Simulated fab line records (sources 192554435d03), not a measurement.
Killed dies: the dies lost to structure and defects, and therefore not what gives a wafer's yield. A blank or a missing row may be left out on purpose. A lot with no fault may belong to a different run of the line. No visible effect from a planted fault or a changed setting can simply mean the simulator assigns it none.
Split-lot experiment ; flow n5-finfet ; 21 wafers read across 7 lots, on a route 1938 steps long

THE SPLIT
At N5_BEOL_M1_ILD_DEP_00 (deposits SiOC from DEMS/O2, target thk 79 nm, time 15.3 s), the setting time-s was moved away from the recipe's 15.3 s on 7 of the 21 wafers read, by -14.8% to +13.9%. For the rest of the wafers, this setting stayed at what the recipe calls for.

Between the split and the reading, the file records no step.

THE READING
M1_ILD_THK, in nm, at N5_BEOL_M1_THK_MEAS_01. On this fab line, fault-free wafers typically give 79.0 nm with a standard deviation of 1.1 nm.

wafer;tool, chamber at the split;time-s as run, s;against the recipe;M1_ILD_THK, nm;against lot-mates on the recipe
L078.1;pecvd-04, 0;15.3;recipe;78.5;-
L078.4;pecvd-04, 1;15.3;recipe;79.0;-
L078.5;pecvd-04, 2;15.3;recipe;78.0;-
L081.2;pecvd-02, 1;13.03;-14.8%;66.0;-12.3
L081.3;pecvd-02, 2;15.3;recipe;78.5;-
L081.5;pecvd-02, 0;15.3;recipe;78.2;-
L080.3;pecvd-02, 2;16.12;+5.4%;84.1;+5.6
L080.4;pecvd-02, 0;15.3;recipe;78.5;-
L080.6;pecvd-02, 2;16.12;+5.4%;84.3;+5.8
L088.1;pecvd-01, 0;15.3;recipe;79.0;-
L088.3;pecvd-01, 2;15.3;recipe;79.1;-
L088.5;pecvd-01, 1;15.92;+4.1%;84.8;+5.8
L091.1;pecvd-02, 1;15.3;recipe;77.5;-
L091.2;pecvd-02, 0;15.3;recipe;77.1;-
L091.6;pecvd-02, 2;15.3;recipe;79.3;-
L093.1;pecvd-02, 2;15.3;recipe;78.0;-
L093.2;pecvd-02, 0;16.69;+9.1%;85.4;+7.4
L093.4;pecvd-02, 2;16.69;+9.1%;87.3;+9.3
L096.2;pecvd-01, 2;17.43;+13.9%;89.1;+8.0
L096.5;pecvd-01, 0;15.3;recipe;80.9;-
L096.6;pecvd-01, 1;15.3;recipe;81.3;-

FIT RESULTS
A straight line over all 21 wafers: M1_ILD_THK changes by +0.842 nm for each +1% of time-s; r = +0.97; the points scatter about the line by 1.2 nm.
The same after taking each lot's own level away (the mean of its wafers on the recipe; 21 wafers): +0.804 nm for each +1%; r = +0.97; scatter 1.2 nm.
The reading moves by 12 nm for the largest change in time-s, on that fit.
Across the lots, their own levels run from 77.97 to 81.10 nm, a range of 2.8 times the standard deviation given above.
The two slopes are in agreement: the lot-to-lot level therefore moves the slope only a little.
Check: -11.2 nm against its lot-mates is what the line predicts for one of the wafers moved furthest among these (-14.8%) when that wafer is left out of the fit. Against them it came out at -12.3 nm.

OTHER SPLITS APPLIED TO THESE WAFERS
Note: prior to the reading, these wafers also went through further splits. Each is held against what the fit with the lots' levels taken away leaves over:
other split on the same wafers;wafers away from the commonest value;r with M1_ILD_THK (lot level and that fit taken away)
N5_MOL_CONTACT_COAG_COAT_76 spin-rpm;7;+0.17
N5_BEOL_M0_SAQP_ILD_DEP_01 time-s;8;+0.23
N5_BEOL_M0_SAQP_PECVD_97 time-s;6;+0.14
N5_BEOL_M0_CUTY_COAT_50 spin-rpm;11;-0.09

THE WHOLE CHAIN: every reading that the file lists as answering this split, in the file's order
step;what it does;reading;change (the file's fit);r (the file's)
N5_BEOL_M1_ILD_DEP_00;deposits SiOC from DEMS/O2, target thk 79 nm, time 15.3 s;SiOC_of_BEOL_M1_ILD_DEP_00.thk-nm (the simulator's own value, which no gauge read);+0.776 nm for each +1% of the setting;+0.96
N5_BEOL_M1_THK_MEAS_01;;M1_ILD_THK;+0.784 for each +1% of the setting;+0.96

FILE'S OWN FIT
M1_ILD_THK changes by +0.784 nm for each +1% of time-s, r = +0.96.
